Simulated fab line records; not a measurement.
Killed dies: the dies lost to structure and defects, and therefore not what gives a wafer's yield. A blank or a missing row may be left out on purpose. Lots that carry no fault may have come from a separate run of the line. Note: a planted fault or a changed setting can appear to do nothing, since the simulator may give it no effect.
Chamber matching :: flow nand-harc :: 4 sister chambers for NHARC_A_STAIRCASE_ALD_420 on ald-hk-03
The step deposits SiO2, target thk 20 nm, pulse time 6 s, ald cycles 200. 16 wafers are shown with their chamber, then 8 later ones without.

WAFERS WITH THEIR CHAMBER
wafer: L075.2
chamber: 0
heater-power-outer-w (W): 246
heater-power-w (W): 496
precursor-pulse-height-rel: 1.027

wafer: L075.4
chamber: 3
heater-power-outer-w (W): 308
heater-power-w (W): 513
precursor-pulse-height-rel: 1.006

wafer: L075.5
chamber: 2
heater-power-outer-w (W): 276
heater-power-w (W): 497
precursor-pulse-height-rel: 0.976

wafer: L074.2
chamber: 1
heater-power-outer-w (W): 238
heater-power-w (W): 427
precursor-pulse-height-rel: 0.996

wafer: L074.4
chamber: 2
heater-power-outer-w (W): 277
heater-power-w (W): 481
precursor-pulse-height-rel: 1.005

wafer: L074.5
chamber: 3
heater-power-outer-w (W): 301
heater-power-w (W): 515
precursor-pulse-height-rel: 0.996

wafer: L079.4
chamber: 2
heater-power-outer-w (W): 268
heater-power-w (W): 483
precursor-pulse-height-rel: 0.971

wafer: L079.5
chamber: 3
heater-power-outer-w (W): 314
heater-power-w (W): 530
precursor-pulse-height-rel: 1.007

wafer: L079.6
chamber: 2
heater-power-outer-w (W): 268
heater-power-w (W): 495
precursor-pulse-height-rel: 0.996

wafer: L080.3
chamber: 2
heater-power-outer-w (W): 278
heater-power-w (W): 494
precursor-pulse-height-rel: 1.001

wafer: L080.4
chamber: 0
heater-power-outer-w (W): 253
heater-power-w (W): 495
precursor-pulse-height-rel: 0.991

wafer: L080.5
chamber: 3
heater-power-outer-w (W): 316
heater-power-w (W): 522
precursor-pulse-height-rel: 0.992

wafer: L083.1
chamber: 1
heater-power-outer-w (W): 251
heater-power-w (W): 409
precursor-pulse-height-rel: 1.008

wafer: L083.2
chamber: 3
heater-power-outer-w (W): 310
heater-power-w (W): 535
precursor-pulse-height-rel: 0.994

wafer: L083.3
chamber: 2
heater-power-outer-w (W): 275
heater-power-w (W): 491
precursor-pulse-height-rel: 0.981

wafer: L087.3
chamber: 0
heater-power-outer-w (W): 252
heater-power-w (W): 511
precursor-pulse-height-rel: 0.990

SIGNATURES, as means of the wafers listed above
reading: heater-power-outer-w
chamber 0: 250.33
chamber 1: 244.50
chamber 2: 273.67
chamber 3: 309.80
scatter within a chamber: 5.41

reading: heater-power-w
chamber 0: 500.67
chamber 1: 418.00
chamber 2: 490.17
chamber 3: 523.00
scatter within a chamber: 8.67

reading: precursor-pulse-height-rel
chamber 0: 1.00267
chamber 1: 1.00200
chamber 2: 0.98833
chamber 3: 0.99900
scatter within a chamber: 0.0134
Rule: a wafer lies at a distance from a chamber equal to the root of the sum of squares, over the readings, of (its reading less the chamber's mean, divided by the reading's scatter). If the next closest chamber is less than 2 further off than the closest, the wafer can't be placed; otherwise it belongs to the closest. How the scatter is found: for the shown wafers, subtract from each reading the mean of its chamber, square and add these, divide the total by (wafers less chambers), then take the root.

WAFERS WITH NO CHAMBER GIVEN
wafer: L087.4
heater-power-outer-w (W): 299
heater-power-w (W): 537
precursor-pulse-height-rel: 1.006

wafer: L087.5
heater-power-outer-w (W): 258
heater-power-w (W): 487
precursor-pulse-height-rel: 1.012

wafer: L091.1
heater-power-outer-w (W): 304
heater-power-w (W): 505
precursor-pulse-height-rel: 1.014

wafer: L091.2
heater-power-outer-w (W): 263
heater-power-w (W): 478
precursor-pulse-height-rel: 1.054

wafer: L091.6
heater-power-outer-w (W): 299
heater-power-w (W): 511
precursor-pulse-height-rel: 1.045

wafer: L093.3
heater-power-outer-w (W): 252
heater-power-w (W): 502
precursor-pulse-height-rel: 0.975

wafer: L093.5
heater-power-outer-w (W): 254
heater-power-w (W): 502
precursor-pulse-height-rel: 0.978

wafer: L093.6
heater-power-outer-w (W): 309
heater-power-w (W): 522
precursor-pulse-height-rel: 1.006

CHAMBER TAKEN BY EACH
wafer: L087.4
from the rows above: 3
in truth: 3

wafer: L087.5
from the rows above: can't be placed: 0 or 2
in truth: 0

wafer: L091.1
from the rows above: 3
in truth: 3

wafer: L091.2
from the rows above: can't be placed: 0 or 2
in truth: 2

wafer: L091.6
from the rows above: 3
in truth: 3

wafer: L093.3
from the rows above: 0
in truth: 0

wafer: L093.5
from the rows above: can't be placed: 0 or 2
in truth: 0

wafer: L093.6
from the rows above: 3
in truth: 3
5 of 8 placed correctly. Cannot be placed on the basis of these rows: 3; the candidates contain the true chamber in 3. 0 placed wrongly.
